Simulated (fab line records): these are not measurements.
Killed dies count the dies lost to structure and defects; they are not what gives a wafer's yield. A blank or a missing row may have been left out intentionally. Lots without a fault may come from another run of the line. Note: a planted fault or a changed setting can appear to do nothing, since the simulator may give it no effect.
fab line records	flow n5-finfet	part 2 of 2: steps 5 to 6 of 6
[record] lots = 22	wafers = 66	last-day = 18
route steps=1938 shown BEOL_M2@890 BEOL_M3@949
lots that met no fault: from a run of the same line without faults
start-h: hours from the record's first day to the start of the lot's first wafer shown	wait-h: time in hours since the lot's previous step	" as in the row above	L1.1+2: several wafers, shown together as one row	- no value present, or no start provided	* or withheld: withheld	< > ~ a bound
route shown NAME@n: names a module that has steps shown in the file, with the first one's number in the route	usual: mean/standard deviation taken from wafers without a fault	same: alike in all rows	chamber/n: place in a boat	sites: per-site readings	_std_site: the values' standard deviation	_edge_site: mean of outer sites minus mean of inner sites	radius-mm: for every site, how far away it sits from the centre of the wafer	mask NAME#n: copy n	behind: the last tool/chamber to shape the wafer	hold: what put the lot on hold/how long, in hours/how the hold closed	device: the n, p or np transistor that did not switch	end of line: the same wafers' tests at the end of the route	a step without rows: its recipe alone	killed: dies that structure and defects cost at the first sort, which is not the same as the wafer's yield	map: dies across one wafer; x = killed, . = not, _ = none there
set.NAME: the setting that was run; set.NAME@STEP: the one run at that earlier step	model.NAME: the simulator's own value behind a step, which no gauge read
steps of the route over a sample of lots; a table a step, a row a wafer
services: when a tool's chamber went out of use (start-h, in hours from the record's first day, below 0 if earlier), for how many hours, and the reason
[[steps]]
[step N5_BEOL_M3_ETCH_63]
[recipe] chemistry = CF4	target = SiARC	target-depth-a = 156	mask-material = CAR-EUV	time-s = 26	ion-energy-ev = 80	pressure-mtorr = 40	source-w = 545	bias-w = 36	Ar_flow_sccm = 100	cf4-flow-sccm = 100	ends = cleared
[usual] cf4-flow-sccm = 100.0/0.33	drypump-motor-current-A = 5.63/0.3	etch-rf-on-time-s = 25.9/0.53	oes-product-au = 0.68/0.079	rf-vpp-V = 184.1/0.92	showerhead-plenum-p-Torr = 2.16/0.045	throttle-valve-pct = 15.60/0.2
lot.wafer	tool	chamber	start-h	wait-h	cf4-flow-sccm	drypump-motor-current-A	etch-rf-on-time-s	oes-product-au	rf-hours-counter-h	rf-vpp-V	showerhead-plenum-p-Torr	throttle-valve-pct
L074.2	rie-diel-06	3	140.05	0.0	99.6	5.29	25.2	0.74	58	182.4	2.09	15.51
L074.3	"	2	"	"	100.2	5.55	26.1	0.62	180	185.3	2.13	15.75
L074.4	"	3	"	"	99.8	5.30	25.6	0.74	-	182.7	2.09	15.50
L075.1	rie-diel-01	2	151.14	0.0	99.6	5.26	25.6	0.59	220	182.8	2.12	15.61
L075.4	"	0	"	"	100.4	6.08	26.1	0.81	2	184.5	2.19	15.47
L075.6	"	0	"	"	100.4	6.11	26.2	0.81	-	184.5	2.19	15.46
L077.2	rie-diel-01	2	154.62	0.0	99.9	5.27	25.8	0.59	221	183.4	2.12	15.61
L077.4	"	0	"	"	99.8	6.08	26.5	0.80	3	185.0	2.19	15.48
L077.5	"	3	"	"	99.7	5.79	25.7	0.64	-	186.2	2.22	15.44
L076.2	rie-diel-01	2	158.43	0.0	99.9	5.27	25.9	0.59	223	184.5	2.12	15.63
L076.3	"	0	"	"	100.3	6.09	26.1	0.80	5	183.5	2.19	15.46
L076.5	"	0	"	"	100.1	6.06	26.4	0.79	-	184.8	2.19	15.48
L078.2	rie-diel-01	3	175.51	0.0	99.7	5.78	25.6	0.64	195	185.1	2.21	15.45
L078.5	"	1	"	"	99.9	5.95	26.1	0.60	-	184.5	2.20	16.02
L078.6	"	0	"	"	100.3	6.06	26.5	0.78	-	184.5	2.19	15.49
L079.2	rie-diel-05	3	178.77	0.0	100.2	5.55	25.7	0.61	215	183.3	2.12	15.90
L079.4	"	0	"	"	100.3	6.04	25.0	0.65	166	183.1	2.24	15.55
L079.6	"	3	"	"	100.6	5.55	25.8	0.60	-	182.5	2.12	15.88
L081.3	rie-diel-05	1	192.32	0.0	100.2	5.30	25.1	0.70	90	184.4	2.15	15.34
L081.5	"	3	"	"	99.9	5.55	26.1	0.60	-	183.8	2.12	15.90
L081.6	"	2	"	"	100.1	5.56	25.4	0.73	-	185.2	2.18	15.56
L082.1	rie-diel-01	3	198.59	0.0	100.0	5.77	25.8	0.63	202	185.2	2.21	15.46
L082.2	"	2	"	"	100.7	5.27	25.7	0.58	236	183.7	2.12	15.66
L082.3	"	0	"	"	99.6	6.10	26.3	0.75	19	184.4	2.18	15.48
L080.4	rie-diel-05	0	198.76	0.0	99.7	6.04	25.6	0.64	172	184.6	2.23	15.55
L080.5	"	2	"	"	99.2	5.54	25.3	0.73	-	183.6	2.17	15.55
L080.6	"	3	"	"	100.2	5.56	25.9	0.60	-	183.7	2.12	15.90
L084.3	rie-diel-06	2	208.26	0.0	100.2	5.56	26.2	0.61	199	184.1	2.12	15.81
L084.4	"	1	"	"	100.7	5.29	26.4	0.80	6	184.5	2.21	15.30
L084.6	"	1	"	"	100.4	5.26	26.4	0.81	-	183.7	2.21	15.28
L085.2	rie-diel-01	3	208.65	0.0	99.7	5.75	25.8	0.63	206	183.8	2.21	15.47
L085.4	"	2	"	"	100.1	5.28	25.7	0.58	240	183.4	2.12	15.66
L085.6	"	3	"	"	100.5	5.77	25.7	0.63	-	184.1	2.21	15.47
L086.1	rie-diel-05	1	213.09	0.0	99.9	5.27	25.2	0.69	96	183.7	2.15	15.35
L086.2	"	2	"	"	100.0	5.56	25.4	0.72	62	185.2	2.17	15.57
L086.4	"	0	"	"	100.2	6.00	25.9	0.63	176	184.1	2.23	15.56
L087.1	rie-diel-06	1	219.86	0.0	99.9	5.29	27.0	0.79	9	183.0	2.20	15.31
L087.3	"	3	"	"	100.2	5.32	25.5	0.71	91	182.0	2.08	15.58
L087.6	"	2	"	"	99.5	5.56	26.5	0.59	-	182.7	2.12	15.80
L088.2	rie-diel-06	1	223.88	0.0	99.7	5.28	26.6	0.79	11	184.3	2.20	15.31
L088.3	"	0	"	"	99.9	5.84	27.1	0.60	190	184.0	2.21	15.71
L088.6	"	2	"	"	100.0	5.56	26.5	0.60	-	184.1	2.12	15.79
L089.1	rie-diel-05	3	231.26	0.0	100.1	5.55	26.3	0.59	230	182.8	2.11	15.92
L089.2	"	0	"	"	100.3	6.02	25.6	0.63	181	185.2	2.23	15.56
L089.3	"	1	"	"	100.3	5.24	25.3	0.69	102	184.5	2.15	15.37
L090.1	rie-diel-05	1	244.21	0.0	100.0	5.30	25.4	0.68	106	183.7	2.14	15.37
L090.2	"	0	"	"	99.3	6.03	25.7	0.63	185	185.7	2.23	15.58
L090.3	"	2	"	"	100.4	5.55	25.7	0.71	71	185.1	2.17	15.57
L092.4	rie-diel-05	1	252.31	0.0	99.6	5.24	25.3	0.68	108	184.8	2.14	15.35
L092.5	"	0	"	"	100.3	6.01	25.7	0.63	-	184.5	2.23	15.59
L092.6	"	1	"	"	99.4	5.24	25.3	0.69	-	185.0	2.14	15.36
L091.1	rie-diel-06	0	257.77	0.0	99.5	5.84	26.7	0.61	199	183.6	2.21	15.74
L091.2	"	3	"	"	100.1	5.30	25.3	0.70	102	183.3	2.08	15.59
L091.6	"	0	"	"	99.4	5.83	27.2	0.60	-	184.9	2.21	15.73
L093.1	rie-diel-06	3	259.14	0.0	100.0	5.32	25.0	0.70	103	182.8	2.08	15.59
L093.5	"	3	"	"	100.0	5.28	25.1	0.69	-	182.4	2.08	15.59
L093.6	"	2	"	"	100.4	5.55	26.4	0.59	-	184.1	2.12	15.83
L094.3	rie-diel-05	0	268.21	0.0	100.0	6.05	25.8	0.63	191	184.6	2.23	15.60
L094.4	"	3	"	"	100.4	5.53	26.6	0.58	241	184.1	2.11	15.95
L094.6	"	3	"	"	100.3	5.53	26.7	0.58	-	184.1	2.11	15.93
L095.2	rie-diel-01	0	282.85	0.0	100.3	6.11	26.4	0.71	51	183.2	2.17	15.56
L095.3	"	1	"	"	99.9	5.95	25.4	0.81	10	185.0	2.19	15.59
L095.6	"	2	"	"	100.9	5.24	25.9	0.84	-	184.6	2.11	15.24
L097.1	rie-diel-01	2	293.64	0.0	99.5	5.29	25.8	0.83	5	184.3	2.11	15.25
L097.2	"	0	"	"	100.1	6.05	26.1	0.71	55	183.2	2.17	15.57
L097.4	"	3	"	"	99.8	5.77	25.9	0.62	237	185.2	2.20	15.53
[step N5_BEOL_M3_STRIP_36]
[recipe] chemistry = N2/H2	power-w = 450	temp-c = 40	pressure-mtorr = 20	rf-frequency-hz = 6e+07	overash-fraction = 0.3	bias-power-w = 7	h2-frac = 0.5	n2-flow-sccm = 200	h2-flow-sccm = 200
[usual] drypump-motor-current-A = 5.66/0.3	oes-product-au = 0.77/0.086	rf-vpp-V = 59.2/1.4	showerhead-plenum-p-Torr = 2.57/0.056	throttle-valve-pct = 23.7/0.32
lot.wafer	tool	chamber	start-h	wait-h	drypump-motor-current-A	oes-product-au	rf-hours-counter-h	rf-vpp-V	showerhead-plenum-p-Torr	throttle-valve-pct
L074.2	rie-diel-06	0	149.48	0.0	5.83	0.74	161	59.0	2.64	23.8
L074.3	"	3	"	"	5.37	0.86	62	60.0	2.49	23.9
L074.4	"	3	"	"	5.37	0.85	-	57.9	2.49	23.9
L075.1	rie-diel-01	0	152.94	0.0	6.08	0.94	2	59.3	2.61	24.0
L075.4	"	1	"	"	5.95	0.71	220	56.7	2.63	24.3
L075.6	"	3	"	"	5.76	0.75	-	58.4	2.63	23.4
L077.2	rie-diel-01	2	165.89	0.0	5.27	0.67	226	57.9	2.51	23.5
L077.4	"	1	"	"	5.98	0.70	225	62.2	2.63	24.3
L077.5	"	0	"	"	6.09	0.91	-	57.6	2.61	24.0
L076.2	rie-diel-06	0	165.91	0.0	5.83	0.73	169	60.6	2.64	23.8
L076.3	"	3	"	"	5.31	0.85	70	59.1	2.48	23.9
L076.5	"	3	"	"	5.28	0.84	-	58.5	2.48	23.9
L078.2	rie-diel-01	3	182.79	0.0	5.75	0.75	197	56.7	2.63	23.4
L078.5	"	0	"	"	6.09	0.89	-	59.8	2.61	24.0
L078.6	"	3	"	"	5.73	0.76	-	56.5	2.63	23.4
L079.2	rie-diel-01	1	185.92	0.0	5.99	0.68	231	59.4	2.62	24.3
L079.4	"	2	"	"	5.29	0.67	231	61.0	2.51	23.5
L079.6	"	2	"	"	5.29	0.67	-	60.1	2.51	23.5
L081.3	rie-diel-06	0	195.78	0.0	5.81	0.72	-	59.8	2.63	23.9
L081.5	"	3	"	"	5.30	0.83	-	57.1	2.48	23.9
L081.6	"	0	"	"	5.83	0.73	-	59.5	2.63	23.8
L080.4	rie-diel-06	3	201.31	0.0	5.25	0.83	84	55.3	2.48	23.9
L080.5	"	2	"	"	5.57	0.73	-	61.0	2.53	23.6
L080.6	"	1	"	"	5.30	0.98	-	60.8	2.59	23.0
L082.1	rie-diel-05	2	201.31	0.0	5.56	0.84	58	59.9	2.59	24.0
L082.2	"	3	"	"	5.55	0.68	222	58.6	2.49	23.5
L082.3	"	1	"	"	5.32	0.80	93	59.8	2.58	23.6
L086.1	rie-diel-01	2	219.30	0.0	5.26	0.67	244	56.6	2.50	23.6
L086.2	"	3	"	"	5.78	0.74	211	61.7	2.62	23.4
L086.4	"	1	"	"	6.00	0.67	245	57.9	2.62	24.3
L084.3	rie-diel-01	1	221.74	0.0	5.93	0.68	245	61.1	2.62	24.4
L084.4	"	3	"	"	5.77	0.73	211	59.7	2.62	23.4
L084.6	"	3	"	"	5.76	0.72	-	61.8	2.62	23.4
L085.2	rie-diel-05	2	221.85	0.0	5.55	0.83	64	60.4	2.59	24.0
L085.4	"	3	"	"	5.55	0.69	228	59.3	2.49	23.5
L085.6	"	2	"	"	5.55	0.82	-	58.6	2.59	23.9
L088.2	rie-diel-05	3	228.88	0.0	5.56	0.68	229	60.7	2.49	23.5
L088.3	"	2	"	"	5.56	0.82	66	58.6	2.59	24.0
L088.6	"	1	"	"	5.28	0.79	-	61.8	2.58	23.6
L087.1	rie-diel-01	2	229.35	0.0	5.28	0.66	247	58.6	2.50	23.6
L087.3	"	0	"	"	6.12	0.86	30	57.8	2.60	24.0
L087.6	"	0	"	"	6.13	0.85	-	60.0	2.60	24.0
L089.1	rie-diel-06	3	238.83	0.0	5.28	0.80	97	58.2	2.47	24.0
L089.2	"	2	"	"	5.57	0.69	209	58.4	2.52	23.6
L089.3	"	1	"	"	5.30	0.93	15	58.6	2.59	23.0
L090.1	rie-diel-01	2	246.18	0.0	5.27	0.66	253	60.8	2.50	23.6
L090.2	"	0	"	"	6.12	0.86	37	58.5	2.60	24.0
L090.3	"	3	"	"	5.75	0.73	220	59.2	2.62	23.4
L092.4	rie-diel-01	0	257.04	0.0	6.10	0.84	-	60.4	2.60	24.0
L092.5	"	3	"	"	5.74	0.72	-	60.4	2.61	23.4
L092.6	"	2	"	"	5.27	0.65	-	58.5	2.50	23.6
L091.1	rie-diel-06	3	263.85	0.0	5.31	0.80	105	60.1	2.47	24.0
L091.2	"	1	"	"	5.30	0.91	22	56.9	2.58	23.0
L091.6	"	3	"	"	5.33	0.81	-	58.9	2.47	24.0
L093.1	rie-diel-01	3	269.19	0.0	5.72	0.72	230	60.4	2.61	23.4
L093.5	"	1	"	"	5.98	0.96	-	59.1	2.61	24.0
L093.6	"	3	"	"	5.72	0.72	-	57.9	2.61	23.4
L094.3	rie-diel-05	0	273.95	0.0	6.01	0.73	192	60.2	2.63	23.7
L094.4	"	1	"	"	5.27	0.78	114	57.8	2.57	23.6
L094.6	"	2	"	"	5.58	0.80	-	57.5	2.58	24.0
L095.2	rie-diel-06	1	285.09	0.0	5.28	0.91	25	57.3	2.58	23.0
L095.3	"	3	"	"	5.32	0.80	110	59.8	2.47	24.0
L095.6	"	1	"	"	5.28	0.91	-	58.0	2.58	23.0
L097.1	rie-diel-06	0	301.45	0.0	5.83	0.70	211	61.7	2.62	23.9
L097.2	"	2	"	"	5.55	0.70	227	60.1	2.51	23.6
L097.4	"	1	"	"	5.27	0.89	32	58.4	2.58	23.0
[[services]]
tool	chamber	start-h	hours	kind
rie-diel-01	0	126.57	-	clean
rie-diel-01	0	126.57	-	consumable-replace:focus-ring
rie-diel-01	0	126.57	18.5	scheduled-down
rie-diel-01	0	126.57	18.5	vent-cycle
rie-diel-03	1	129.58	13.2	repair
rie-diel-06	1	130.63	9.8	repair
rie-diel-06	2	149.71	12.8	repair
rie-diel-01	3	157.99	1.5	repair
rie-diel-02	1	166.72	-	clean
rie-diel-02	1	166.72	-	consumable-replace:focus-ring
rie-diel-02	1	166.72	15.5	scheduled-down
rie-diel-02	1	166.72	15.5	vent-cycle
rie-diel-06	1	177.25	22.2	repair
rie-diel-06	2	194.15	4.6	repair
rie-diel-03	1	204.96	8.0	repair
rie-diel-03	0	222.41	3.9	repair
rie-diel-01	1	239.29	-	clean
rie-diel-01	1	239.29	-	consumable-replace:focus-ring
rie-diel-01	1	239.29	17.8	scheduled-down
rie-diel-04	0	244.97	22.3	repair
pvd-sputter-01	-	260.51	3.0	repair
rie-diel-06	0	274.36	3.1	repair
rie-diel-02	3	277.74	6.1	repair
rie-diel-06	3	294.02	4.3	repair
